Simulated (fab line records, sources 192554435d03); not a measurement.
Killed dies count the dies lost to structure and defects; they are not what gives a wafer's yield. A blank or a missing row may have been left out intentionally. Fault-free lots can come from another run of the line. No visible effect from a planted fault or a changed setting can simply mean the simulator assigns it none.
A single fault, viewed from 3 desks | flow n5_finfet | what lay behind the numbers comes last; until then each desk has only its own

== THE DEFECT DESK ==
Inspection counts along the route, by lot: the mean over sampled wafers that carry a number. The brackets show how far a lot's mean lies from the usual mean; more than 4 standard deviations puts the lot out of limits, marked OUT.
Columns: A = raw_defect_count at N5_MOL_CONTACT_COAG_INSPECT_42, usual 223
lot  | first seen here | A
L366 | day 5 03:35     | 203
L371 | day 6 14:10     | 270
L380 | day 8 20:31     | 209
L383 | day 9 11:26     | 166
L385 | day 10 00:47    | 131
Finding of this desk: none of the 5 lots has anything out of limits.

== DESK OF THE TOOL OWNER: rie_diel-05 ==
The tool's own readings at N5_MOL_CONTACT_COAG_DESCUM_45 (chemistry O2, time 7 s): means of the sampled wafers that have a number, for each lot that ran on this tool. The brackets show how far a lot's mean lies from the usual mean; more than 4 standard deviations puts the lot out of limits, marked OUT.
Columns: A = drypump_motor_current_A at N5_MOL_CONTACT_COAG_DESCUM_45, usual 5.6 A; B = oes_product_au at N5_MOL_CONTACT_COAG_DESCUM_45, usual 0.76 a.u.; C = rf_vpp_V at N5_MOL_CONTACT_COAG_DESCUM_45, usual 243.2 V; D = showerhead_plenum_p_Torr at N5_MOL_CONTACT_COAG_DESCUM_45, usual 2.10 Torr; E = throttle_valve_pct at N5_MOL_CONTACT_COAG_DESCUM_45, usual 20.44 %
lot  | first seen here | A   | B    | C     | D    | E
L380 | day 8 21:16     | 5.4 | 0.72 | 244.3 | 2.16 | 20.60
This desk's finding: nothing out of limits on the one lot.

== FROM THE METROLOGY DESK ==
Lot by lot, what the gauges showed, no matter which tool ran the lot: averages of those sampled wafers that carry a number. The brackets show how far a lot's mean lies from the usual mean; more than 4 standard deviations puts the lot out of limits, marked OUT. It has 12 readings; the 7 that lie furthest out on some lot are the ones shown.
Columns: A = cd_nm at N5_MOL_CONTACT_COAG_CD_MEAS_40, usual 25.02 nm; B = DIBL_P at N5_BEOL_M4_RC_MEAS_101, usual 37.1 mV/V; C = IOFF_N at N5_BEOL_M4_RC_MEAS_101, usual 0.17 nA/um; D = ION_N at N5_BEOL_M4_RC_MEAS_101, usual 674 uA/um; E = SS_N at N5_BEOL_M4_RC_MEAS_101, usual 71.7 mV/dec; F = VT_N at N5_BEOL_M4_RC_MEAS_101, usual 249 mV; G = VT_P at N5_BEOL_M4_RC_MEAS_101, usual -250 mV
lot  | first seen here | A     | B    | C    | D   | E    | F   | G
L366 | day 5 03:29     | 25.20 | 37.3 | 0.18 | 681 | 72.0 | 247 | -250
L371 | day 6 14:04     | 24.97 | 35.7 | 0.15 | 672 | 70.7 | 250 | -252
L380 | day 8 20:25     | 24.61 | 34.8 | 0.12 | 662 | 71.2 | 253 | -253
L383 | day 9 11:21     | 25.03 | 36.8 | 0.16 | 672 | 71.9 | 251 | -251
L385 | day 10 00:42    | 24.75 | 36.2 | 0.18 | 686 | 71.6 | 248 | -246
Finding of this desk: none of the 5 lots has anything out of limits.

== BROUGHT TOGETHER ==
Nothing out of limits was seen by the defect desk.
The tool owner's desk saw nothing out of limits.
From the metrology desk's view, nothing was out of limits.

== WHAT THE SIMULATOR HAD INSERTED ==
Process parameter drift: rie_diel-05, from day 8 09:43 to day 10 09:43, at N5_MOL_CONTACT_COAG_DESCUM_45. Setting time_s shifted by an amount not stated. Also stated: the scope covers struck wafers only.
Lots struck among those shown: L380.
